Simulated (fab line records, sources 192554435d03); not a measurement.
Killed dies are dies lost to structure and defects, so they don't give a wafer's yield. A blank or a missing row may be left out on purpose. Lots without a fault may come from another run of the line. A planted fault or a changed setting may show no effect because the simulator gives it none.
Which tool did it? | flow n5_finfet | 11 lots, 33 wafers sampled, at 5 steps of a route of 1938

WHAT THE GAUGES READ, wafer by wafer
N5_MIM_TOP_LITHO_INSPECT_12: inspects for defects (macro). Usual: raw_defect_count 2.0, standard deviation 1.3.
lot  | measured     | on                | raw_defect_count | flag
L983 | day 14 02:45 | defect_inspect-01 | 2 1 2            |
L986 | day 14 15:07 | defect_inspect-02 | 2 3 2            |
L989 | day 14 19:28 | defect_inspect-02 | 3 3 2            |
L985 | day 14 21:48 | defect_inspect-01 | 1 0 0            |
L992 | day 15 21:44 | defect_inspect-02 | 0 0 1            |
L994 | day 16 05:07 | defect_inspect-02 | 6 0 2            |
L996 | day 17 04:11 | defect_inspect-02 | 1 1 1            |
L998 | day 17 16:42 | defect_inspect-01 | 1 1 2            |
L100 | day 17 18:58 | defect_inspect-01 | 4 1 2            |
L101 | day 17 20:01 | defect_inspect-01 | 2 3 1            |
L102 | day 18 05:27 | defect_inspect-02 | 6 0 2            |

N5_PASSIVATION_INSPECT_67: inspects for defects (macro). Usual: raw_defect_count 1.8, standard deviation 1.4.
lot  | measured     | on                | raw_defect_count | flag
L983 | day 14 08:59 | defect_inspect-02 | 1 2 1            |
L986 | day 14 23:43 | defect_inspect-01 | 4 1 5            |
L989 | day 15 04:02 | defect_inspect-01 | 3 2 0            |
L985 | day 15 04:11 | defect_inspect-01 | 2 2 0            |
L992 | day 16 04:20 | defect_inspect-02 | 1 1 1            |
L994 | day 16 13:31 | defect_inspect-02 | 0 3 1            |
L996 | day 17 10:31 | defect_inspect-01 | 3 1 2            |
L998 | day 17 22:45 | defect_inspect-01 | >300 >300 >300   | OFF
L100 | day 18 01:20 | defect_inspect-02 | 3 2 2            |
L101 | day 18 02:02 | defect_inspect-01 | >300 >300 >300   | OFF
L102 | day 18 15:07 | defect_inspect-01 | 3 1 2            |

WHICH TOOL RAN EACH LOT (tool, then ch and the chambers of the sampled wafers, then the start)
lot  | N5_MIM_TOP_ALD_00                | N5_MIM_TOP_ETCH_PECVD_03        | N5_PASSIVATION_PECVD_35
L983 | ald_hk-03 ch 0,2, day 13 23:34   | pecvd-02 ch 0,1,2, day 14 03:19 | pecvd-03 ch 1, day 14 08:27
L986 | ald_hk-03 ch 0,1,3, day 14 13:49 | pecvd-03 ch 0,1,2, day 14 15:26 | pecvd-02 ch 0,1, day 14 23:07
L989 | ald_hk-03 ch 2,3, day 14 16:52   | pecvd-02 ch 0,1,2, day 14 19:48 | pecvd-02 ch 0,2, day 15 03:32
L985 | ald_hk-03 ch 0,1,3, day 14 20:05 | pecvd-02 ch 0,2, day 14 22:27   | pecvd-03 ch 0,1, day 15 03:43
L992 | ald_hk-02 ch 1,2, day 15 20:47   | pecvd-02 ch 1,2, day 15 22:48   | pecvd-02 ch 0,1,2, day 16 03:50
L994 | ald_hk-03 ch 0,1,3, day 16 03:17 | pecvd-04 ch 0,1, day 16 05:27   | pecvd-01 ch 0,2, day 16 12:58
L996 | ald_hk-01 ch 2,3, day 17 02:59   | pecvd-04 ch 0,2, day 17 04:31   | pecvd-03 ch 1,2, day 17 09:54
L998 | ald_hk-02 ch 2,3, day 17 12:54   | pecvd-03 ch 1,2, day 17 17:02   | pecvd-02 ch 1,2, day 17 22:16
L100 | ald_hk-03 ch 0,1, day 17 17:21   | pecvd-02 ch 1,2, day 17 19:17   | pecvd-03 ch 0,1, day 18 00:44
L101 | ald_hk-03 ch 0,1,2, day 17 17:59 | pecvd-02 ch 0,2, day 17 20:22   | pecvd-02 ch 0,2, day 18 01:33
L102 | ald_hk-03 ch 0,2,3, day 18 03:54 | pecvd-03 ch 0,1,2, day 18 05:47 | pecvd-01 ch 0,1, day 18 14:37
- N5_MIM_TOP_ALD_00: deposits Al2O3, purge time 3 s, co reactant pulse time 3 s.
- N5_MIM_TOP_ETCH_PECVD_03: deposits SiNx from SiH4/NH3/N2, target thk 20 nm, time 17.6 s.
- N5_PASSIVATION_PECVD_35: deposits SiNx from SiH4/NH3/N2, target thk 700 nm, time 151.3 s.

WHAT THE TOOLS THEMSELVES READ (means of the sampled wafers that have a number; where no wafer has one, the mark that the record gives instead)
N5_MIM_TOP_ALD_00. Usual: precursor_pulse_height_rel 1.004, standard deviation 0.021.
lot  | tool      | precursor_pulse_height_rel | flag
L983 | ald_hk-03 | 1.015                      |
L986 | ald_hk-03 | 1.041                      |
L989 | ald_hk-03 | 1.027                      |
L985 | ald_hk-03 | 1.003                      |
L992 | ald_hk-02 | 0.991                      |
L994 | ald_hk-03 | 1.003                      |
L996 | ald_hk-01 | 1.000                      |
L998 | ald_hk-02 | 0.991                      |
L100 | ald_hk-03 | 0.998                      |
L101 | ald_hk-03 | 0.998                      |
L102 | ald_hk-03 | 0.999                      |

N5_MIM_TOP_ETCH_PECVD_03. Usual: heater_power_w 747 W, standard deviation 65; showerhead_plenum_p_Torr 5.13 Torr, standard deviation 0.052; throttle_valve_pct 40.0 %, standard deviation 1.3.
lot  | tool     | heater_power_w (W) | showerhead_plenum_p_Torr (Torr) | throttle_valve_pct (%) | flag
L983 | pecvd-02 | 760                | 5.14                            | 39.3                   |
L986 | pecvd-03 | 718                | 5.08                            | 40.0                   |
L989 | pecvd-02 | 686                | 5.15                            | 39.3                   |
L985 | pecvd-02 | 808                | 5.17                            | 39.5                   |
L992 | pecvd-02 | 707                | 5.11                            | 39.8                   |
L994 | pecvd-04 | 753                | 5.16                            | 39.1                   |
L996 | pecvd-04 | 784                | 5.17                            | 41.3                   |
L998 | pecvd-03 | 661                | 5.05                            | 39.5                   |
L100 | pecvd-02 | 734                | 5.12                            | 39.5                   |
L101 | pecvd-02 | 813                | 5.16                            | 39.6                   |
L102 | pecvd-03 | 675                | 5.08                            | 40.3                   |

N5_PASSIVATION_PECVD_35. Usual: heater_power_w 343 W, standard deviation 68; showerhead_plenum_p_Torr 8.66 Torr, standard deviation 0.054; throttle_valve_pct 29.3 %, standard deviation 1.4.
lot  | tool     | heater_power_w (W) | showerhead_plenum_p_Torr (Torr) | throttle_valve_pct (%) | flag
L983 | pecvd-03 | 358                | 8.60                            | 28.3                   |
L986 | pecvd-02 | 399                | 8.72                            | 28.6                   |
L989 | pecvd-02 | 447                | 8.70                            | 28.9                   |
L985 | pecvd-03 | 303                | 8.63                            | 29.8                   |
L992 | pecvd-02 | 324                | 8.68                            | 28.8                   |
L994 | pecvd-01 | 286                | 8.70                            | 28.5                   |
L996 | pecvd-03 | 362                | 8.59                            | 28.9                   |
L998 | pecvd-02 | 280                | 8.65                            | 29.3                   |
L100 | pecvd-03 | 374                | 8.60                            | 29.0                   |
L101 | pecvd-02 | 380                | 8.67                            | 29.4                   |
L102 | pecvd-01 | 296                | 8.64                            | 31.0                   |

THE ANSWER, worked out from the rows above alone
Rule: a lot is off if the mean of its wafers that have a number lies more than 3 standard deviations from the usual mean. A lot without any number at a reading at which 4 lots or more have one is off too. The other lots that the step has rows for count as sound. The gauges are gone through in route order, then the tools' own readings, and for those a lot's mean is taken as printed above. The first step at which some lot is off is used, and at that step the reading that is off furthest; a lot without a number counts as furthest.
Off: L998, L101, at N5_PASSIVATION_INSPECT_67 (raw_defect_count). Without a number there: L998, L101.
A tool fits if, at a process step before that reading, it ran every lot that is off, and no sound lot after the first of them. The gauges at N5_PASSIVATION_INSPECT_67 are tried like those tools. One fits: pecvd-02 at N5_PASSIVATION_PECVD_35. Its last sound lot is L992 (day 16 03:50), its first lot that is off L998 (day 17 22:16): a fault that began between those two fits.

WHAT THE SIMULATOR HAD PUT IN
Chamber particle source: pecvd-02, from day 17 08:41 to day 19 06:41, at N5_PASSIVATION_PECVD_35. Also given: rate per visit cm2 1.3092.
Lots struck among those shown: L998, L101. The rule above found the same.
